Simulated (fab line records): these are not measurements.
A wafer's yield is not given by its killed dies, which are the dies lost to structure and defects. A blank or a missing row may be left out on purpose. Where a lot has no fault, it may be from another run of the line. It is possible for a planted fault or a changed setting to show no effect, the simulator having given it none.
The same fault as seen by 2 desks    flow nand-harc    each desk has only its own numbers; what lay behind them comes last

== THE DEFECT DESK ==
Inspection counts along the route, by lot: the mean over sampled wafers that carry a number. If a lot's mean is further than 4 standard deviations from the usual mean, the lot is out of limits and carries the mark OUT (the distance appears in the brackets).
Columns: A = raw-defect-count at NHARC_A_CONTACT_INSPECT_71, usual 80
lot   first seen here  A
L114  day 22 05:55     66
L113  day 22 09:02     20
L117  day 24 12:43     135
L119  day 24 22:55     798 (+17) OUT
L122  day 26 00:16     748 (+16) OUT
L133  day 29 18:35     132
L132  day 29 21:45     33
L134  day 31 05:05     107
L135  day 31 06:22     16
L136  day 31 14:47     55
This desk's verdict: out of limits on L119, L122, starting with L119 at day 24 22:55 (raw-defect-count at NHARC_A_CONTACT_INSPECT_71). In limits: L114, L113, L117, L133, L132, L134, L135, L136.

== AT THE TOOL OWNER'S DESK: pecvd-04 ==
The tool's own readings at NHARC_A_CONTACT_DEP_58 (deposits SiON, target thk 90 nm): means of the sampled wafers that have a number, for each lot that ran on this tool. If a lot's mean is further than 4 standard deviations from the usual mean, the lot is out of limits and carries the mark OUT (the distance appears in the brackets).
Columns: A = heater-power-w at NHARC_A_CONTACT_DEP_58, usual 821 W
lot   first seen here  A
L114  day 22 05:05     813
L113  day 22 08:22     862
L119  day 24 22:04     886
L122  day 25 23:32     911
L133  day 29 17:55     815
L132  day 29 20:58     862
L134  day 31 04:14     805
L135  day 31 05:25     831
L136  day 31 14:04     814
This desk found nothing out of limits on any of the 9 lots.

== ALL TOGETHER ==
The defect desk could have raised an alarm at day 24 22:55, on L119, L122.
Nothing out of limits was seen by the tool owner's desk.
On record at the tool owner's desk: L119, L122, within its limits.
Every lot named ran NHARC_A_CONTACT_DEP_58 on pecvd-04.

== WHAT THE SIMULATOR HAD INSERTED ==
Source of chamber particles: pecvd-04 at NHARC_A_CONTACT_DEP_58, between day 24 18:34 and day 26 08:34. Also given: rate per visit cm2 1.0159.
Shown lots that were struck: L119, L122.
Hours from the fault's start to each desk's first reading out of limits: the defect desk, 4.
